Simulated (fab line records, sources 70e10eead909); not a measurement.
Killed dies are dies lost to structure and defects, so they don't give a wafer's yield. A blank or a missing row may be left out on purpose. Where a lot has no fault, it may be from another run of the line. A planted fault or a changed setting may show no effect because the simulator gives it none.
The same fault as seen by 2 desks	flow nandHarc	each desk holds nothing but its own numbers, with what lay behind them at the end

== DESK OF THE TOOL OWNER: lithoTrack-04 ==
Per lot that ran on this tool, the mean of the sampled wafers carrying a number, from the tool's own readings at NHARC_A_CONTACT_SOFTBAKE_37 (time 55 s). Marked OUT: a lot whose mean sits more than 4 standard deviations from the usual mean, which makes it out of limits; the brackets give that distance.
Columns: A = heaterPowerTotalW at NHARC_A_CONTACT_SOFTBAKE_37, usual 188.46 W
lot	first seen here	A
L623	day 16 04:00	188.37
L633	day 18 13:00	188.44
L632	day 18 16:00	188.49
L634	day 19 16:00	188.50
L637	day 19 16:00	183.44 (-36) OUT
L641	day 20 05:00	183.39 (-36) OUT
This desk's verdict: out of limits on L637, L641, starting with L637 at day 19 16:00 (heaterPowerTotalW at NHARC_A_CONTACT_SOFTBAKE_37). In limits: L623, L633, L632, L634.

== THE DEFECT DESK ==
What the inspections along the route counted, lot by lot: means of the sampled wafers that have a number. Marked OUT: a lot whose mean sits more than 4 standard deviations from the usual mean, which makes it out of limits; the brackets give that distance.
Columns: A = rawDefectCount at NHARC_A_WL_FILL_INSPECT_15, usual 377
lot	first seen here	A
L623	day 15 23:08	305
L625	day 16 06:44	378
L624	day 16 06:45	284
L628	day 16 20:48	319
L626	day 16 20:55	540
L627	day 17 07:08	374
L631	day 17 17:16	328
L633	day 18 09:01	344
L632	day 18 13:21	411
L636	day 18 20:56	498
L637	day 19 12:03	316
L634	day 19 12:07	397
L641	day 20 01:36	451
This desk's verdict: no lot among the 13 shows anything out of limits.

== PUT TOGETHER ==
An alarm could have come from the tool owner's desk at day 19 16:00, on L637, L641.
Nothing out of limits was seen by the defect desk.
The defect desk has L637, L641 on record, within its limits.
All the named lots went through NHARC_A_CONTACT_SOFTBAKE_37 on lithoTrack-04.

== WHAT THE SIMULATOR HAD INSERTED ==
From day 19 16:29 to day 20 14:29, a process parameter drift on lithoTrack-04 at NHARC_A_CONTACT_SOFTBAKE_37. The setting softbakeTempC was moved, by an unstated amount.
Lots struck among those shown: L637, L641.
